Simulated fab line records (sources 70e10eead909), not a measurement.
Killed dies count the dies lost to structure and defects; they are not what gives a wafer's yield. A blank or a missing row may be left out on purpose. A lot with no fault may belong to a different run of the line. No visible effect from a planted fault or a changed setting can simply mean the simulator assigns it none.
Which tool did it? | flow nand harc | Sampling: 11 lots, 33 wafers, 6 of 1302 route steps

WHAT EACH GAUGE READ, for each wafer
NHARC_P_GATE_INSPECT_28. Usual: raw defect count at 5.8, with a standard deviation of 2.8.
lot  | measured     | on                | raw defect count | flag
L235 | day 5 17:02  | defect inspect-02 | 6 2 4            |
L236 | day 5 16:34  | defect inspect-02 | 6 9 5            |
L238 | day 6 17:32  | defect inspect-02 | 3 3 2            |
L239 | day 7 11:31  | defect inspect-01 | 27 13 25         | OFF
L240 | day 7 11:58  | defect inspect-01 | 19 17 29         | OFF
L247 | day 10 15:38 | defect inspect-01 | 10 4 6           |
L249 | day 11 08:25 | defect inspect-01 | 4 7 2            |
L252 | day 12 10:34 | defect inspect-02 | 4 1 3            |
L254 | day 13 08:19 | defect inspect-02 | 3 7 3            |
L256 | day 14 02:50 | defect inspect-02 | 9 10 5           |
L257 | day 14 18:25 | defect inspect-02 | 5 9 7            |

NHARC_END_SORT_01. Usual: killed at array 56, standard deviation 21; killed at other 0.8, standard deviation 1; killed at periphery 3.6, standard deviation 2.8; killed dies 60, standard deviation 20; killed open 3.2, standard deviation 1.9; killed short 2.4, standard deviation 1.6.
lot  | measured     | on        | killed at array | killed at other | killed at periphery | killed dies | killed open | killed short | flag
L239 | day 27 07:36 | prober-02 | 52 63 48        | 0 1 0           | 13 9 16             | 65 73 64    | 3 3 3       | 0 7 0        | OFF
L240 | day 27 07:34 | prober-01 | 50 78 71        | 1 0 2           | 10 11 16            | 61 89 89    | 3 5 1       | 0 4 2        | OFF
L247 | day 30 00:39 | prober-01 | 78 93 65        | 0 0 2           | 2 3 1               | 80 96 68    | 2 7 4       | 1 5 3        |
L249 | day 30 12:28 | prober-02 | 21 23 32        | 0 0 1           | 5 2 2               | 26 25 35    | 6 1 2       | 2 1 4        |

EACH LOT AND THE TOOL THAT RAN IT (in order: tool; ch and the chambers of the sampled wafers; start)
lot  | NHARC_P_STI_ETCH_31                           | NHARC_P_STI_ETCH_15              | NHARC_P_GATE_DESCUM_13             | NHARC_P_GATE_CVD_17
L235 | rie diel-07 ch 0,3, day 3 11:28 or earlier    | rie si-05 ch 1,2, day 3 11:28    | rie diel-10 ch 0,1,3, day 5 01:04  | lpcvd poly-03 ch 0, day 5 10:53
L236 | rie diel-11 ch 1,2,3, day 3 15:22 or earlier  | rie si-03 ch 0,2,3, day 3 15:22  | rie diel-06 ch 0,2,3, day 5 01:13  | lpcvd poly-03 ch 0, day 5 10:53
L238 | rie diel-07 ch 2,3, day 4 13:23 or earlier    | rie si-04 ch 1,2, day 4 13:23    | rie diel-06 ch 1,3, day 5 22:44    | lpcvd poly-01 ch 0, day 6 13:36
L239 | rie diel-11 ch 0,1,2, day 4 22:29 or earlier  | rie si-04 ch 0,1,2, day 4 22:29  | rie diel-02 ch 0,2,3, day 6 14:11  | lpcvd poly-01 ch 0, day 7 04:14
L240 | rie diel-11 ch 0,2,3, day 5 06:45 or earlier  | rie si-05 ch 1,2,3, day 5 06:45  | rie diel-10 ch 0,2,3, day 6 18:31  | lpcvd poly-01 ch 0, day 7 04:14
L247 | rie diel-07 ch 0,2,3, day 8 04:42 or earlier  | rie si-05 ch 0,1,3, day 8 04:42  | rie diel-10 ch 0,2,3, day 9 23:32  | lpcvd poly-04 ch 0, day 10 09:20
L249 | rie diel-13 ch 0,1,2, day 9 04:34 or earlier  | rie si-03 ch 1,3, day 9 04:34    | rie diel-06 ch 0,1,2, day 10 13:40 | lpcvd poly-04 ch 0, day 10 23:24
L252 | rie diel-11 ch 0,2,3, day 10 06:45 or earlier | rie si-05 ch 0,1,3, day 10 06:45 | rie diel-02 ch 2,3, day 11 20:20   | lpcvd poly-03 ch 0, day 12 06:22
L254 | rie diel-07 ch 0,1,3, day 11 04:55 or earlier | rie si-04 ch 0,1,3, day 11 04:55 | rie diel-06 ch 0,1,3, day 12 17:47 | lpcvd poly-04 ch 0, day 13 03:41
L256 | rie diel-11 ch 0,1,2, day 12 01:10 or earlier | rie si-05 ch 0,2,3, day 12 01:10 | rie diel-02 ch 0,1,3, day 13 12:34 | lpcvd poly-01 ch 0, day 13 22:32
L257 | rie diel-13 ch 0,1, day 12 10:52 or earlier   | rie si-03 ch 1,2, day 12 10:52   | rie diel-10 ch 0,3, day 14 01:38   | lpcvd poly-01 ch 0, day 14 14:20
- NHARC_P_STI_ETCH_31: etches the open film in CF4/CHF3, target depth 108.9 nm, time 54.5 s.
- NHARC_P_STI_ETCH_15: etches the open film in HBr/Cl2, target depth 300 nm, time 100.1 s.
- NHARC_P_GATE_DESCUM_13: chemistry O2, time 3 s.
- NHARC_P_GATE_CVD_17: deposits poly-Si, target thk 150 nm, time 900 s.

AS READ BY THE TOOLS THEMSELVES (means over the sampled wafers that have a number; for cases with no such wafer, the mark the record gives instead)
NHARC_P_STI_ETCH_31. Usual: chamber pressure mTorr 25.000 mTorr, standard deviation 0.023; chf3 flow sccm 29.99 sccm, standard deviation 0.095; drypump motor current A 5.8 A, standard deviation 0.48; oes product au 0.967 a.u., standard deviation 0.017; rf vpp V 369.8 V, standard deviation 1.8; showerhead plenum p Torr 1.55 Torr, standard deviation 0.047; throttle valve pct 16.803 %, standard deviation 0.0084.
lot  | tool        | chamber pressure mTorr (mTorr) | chf3 flow sccm (sccm) | drypump motor current A (A) | oes product au (a.u.) | rf vpp V (V) | showerhead plenum p Torr (Torr) | throttle valve pct (%) | flag
L235 | rie diel-07 | 24.987                         | 30.05                 | 5.9                         | 0.976                 | 369.6        | 1.54                            | 16.802                 |
L236 | rie diel-11 | 25.013                         | 29.92                 | 5.8                         | 0.969                 | 370.4        | 1.55                            | 16.800                 |
L238 | rie diel-07 | 25.024                         | 30.11                 | 6.2                         | 0.970                 | 369.5        | 1.57                            | 16.807                 |
L239 | rie diel-11 | 24.997                         | 29.97                 | 5.9                         | 0.978                 | 369.7        | 1.54                            | 16.809                 |
L240 | rie diel-11 | 25.000                         | 29.99                 | 5.8                         | 0.979                 | 368.9        | 1.54                            | 16.803                 |
L247 | rie diel-07 | 24.983                         | 29.98                 | 5.9                         | 0.971                 | 368.9        | 1.54                            | 16.804                 |
L249 | rie diel-13 | 24.994                         | 29.95                 | 5.2                         | 0.976                 | 371.4        | 1.58                            | 16.803                 |
L252 | rie diel-11 | 24.987                         | 30.03                 | 5.8                         | 0.982                 | 370.3        | 1.54                            | 16.799                 |
L254 | rie diel-07 | 25.010                         | 30.02                 | 5.8                         | 0.973                 | 368.8        | 1.53                            | 16.799                 |
L256 | rie diel-11 | 25.007                         | 29.99                 | 5.9                         | 0.979                 | 368.4        | 1.54                            | 16.805                 |
L257 | rie diel-13 | 25.016                         | 30.08                 | 4.9                         | 0.958                 | 372.3        | 1.61                            | 16.795                 |

NHARC_P_STI_ETCH_15. Usual: chamber pressure mTorr 15.000 mTorr, standard deviation 0.017; drypump motor current A 6.0 A, standard deviation 0.51; oes product au 1.001 a.u., standard deviation 0.0088; throttle valve pct 26.405 %, standard deviation 0.0078.
lot  | tool      | chamber pressure mTorr (mTorr) | drypump motor current A (A) | oes product au (a.u.) | throttle valve pct (%) | flag
L235 | rie si-05 | 15.018                         | 6.4                         | 1.001                 | 26.403                 |
L236 | rie si-03 | 15.002                         | 5.4                         | 1.003                 | 26.408                 |
L238 | rie si-04 | 15.010                         | 5.7                         | 0.992                 | 26.394                 |
L239 | rie si-04 | 15.007                         | 5.9                         | 1.009                 | 26.412                 |
L240 | rie si-05 | 14.999                         | 6.3                         | 1.005                 | 26.406                 |
L247 | rie si-05 | 14.985                         | 6.0                         | 0.997                 | 26.405                 |
L249 | rie si-03 | 14.985                         | 5.5                         | 1.011                 | 26.398                 |
L252 | rie si-05 | 14.990                         | 6.0                         | 1.000                 | 26.409                 |
L254 | rie si-04 | 15.000                         | 5.9                         | 1.010                 | 26.409                 |
L256 | rie si-05 | 15.003                         | 6.4                         | 0.998                 | 26.415                 |
L257 | rie si-03 | 15.009                         | 6.4                         | 0.992                 | 26.403                 |

NHARC_P_GATE_DESCUM_13. Usual: chamber pressure mTorr 60.00 mTorr, standard deviation 0.055; drypump motor current A 5.7 A, standard deviation 0.5; oes product au 1.000 a.u., standard deviation 0.01; rf vpp V 57.7 V, standard deviation 0.92; showerhead plenum p Torr 1.91 Torr, standard deviation 0.079; throttle valve pct 11.311 %, standard deviation 0.0088.
lot  | tool        | chamber pressure mTorr (mTorr) | drypump motor current A (A) | oes product au (a.u.) | rf vpp V (V) | showerhead plenum p Torr (Torr) | throttle valve pct (%) | flag
L235 | rie diel-10 | 60.06                          | 5.7                         | 0.995                 | 57.2         | 1.87                            | 11.313                 |
L236 | rie diel-06 | 60.04                          | 5.8                         | 0.992                 | 58.0         | 1.90                            | 11.298                 |
L238 | rie diel-06 | 59.99                          | 5.4                         | 0.995                 | 58.7         | 1.97                            | 11.312                 |
L239 | rie diel-02 | 59.99                          | 5.4                         | 0.993                 | 57.3         | 1.96                            | 11.304                 |
L240 | rie diel-10 | 59.98                          | 6.2                         | 0.998                 | 57.8         | 1.85                            | 11.314                 |
L247 | rie diel-10 | 60.00                          | 6.2                         | 1.004                 | 57.3         | 1.85                            | 11.308                 |
L249 | rie diel-06 | 60.01                          | 5.4                         | 0.987                 | 58.3         | 1.90                            | 11.319                 |
L252 | rie diel-02 | 59.99                          | 5.5                         | 0.997                 | 57.6         | 1.95                            | 11.312                 |
L254 | rie diel-06 | 59.99                          | 5.7                         | 0.992                 | 58.2         | 1.96                            | 11.316                 |
L256 | rie diel-02 | 60.01                          | 5.4                         | 1.007                 | 57.8         | 1.88                            | 11.314                 |
L257 | rie diel-10 | 59.98                          | 5.9                         | 1.009                 | 57.4         | 1.83                            | 11.310                 |

THE ANSWER, worked out from the rows above alone
Rule: lot off if the mean of its wafers having a number is beyond 3 standard deviations from the usual mean. A lot without any number at a reading at which 4 lots or more have one is off too. Where the step has rows for the other lots, those lots are counted as sound. The gauges are gone through in route order, then the tools' own readings, and for those a lot's mean is taken as printed above. At the first step where some lot is off, the reading lying furthest off is the one used; lots without a number count as furthest.
Off: L239, L240 (NHARC_P_GATE_INSPECT_28, raw defect count).
A tool fits if, at a process step before that reading, it ran every lot that is off, and no sound lot after the first of them. Not tried: the gauges at NHARC_P_GATE_INSPECT_28; whatever is off there is also off at NHARC_END_SORT_01, on other tools, and gauge error can't account for it. NHARC_P_STI_ETCH_31: start missing for some lots; hours and lot order therefore follow NHARC_P_STI_ETCH_15. None of those tried fits.

WHAT THE SIMULATOR HAD INSERTED
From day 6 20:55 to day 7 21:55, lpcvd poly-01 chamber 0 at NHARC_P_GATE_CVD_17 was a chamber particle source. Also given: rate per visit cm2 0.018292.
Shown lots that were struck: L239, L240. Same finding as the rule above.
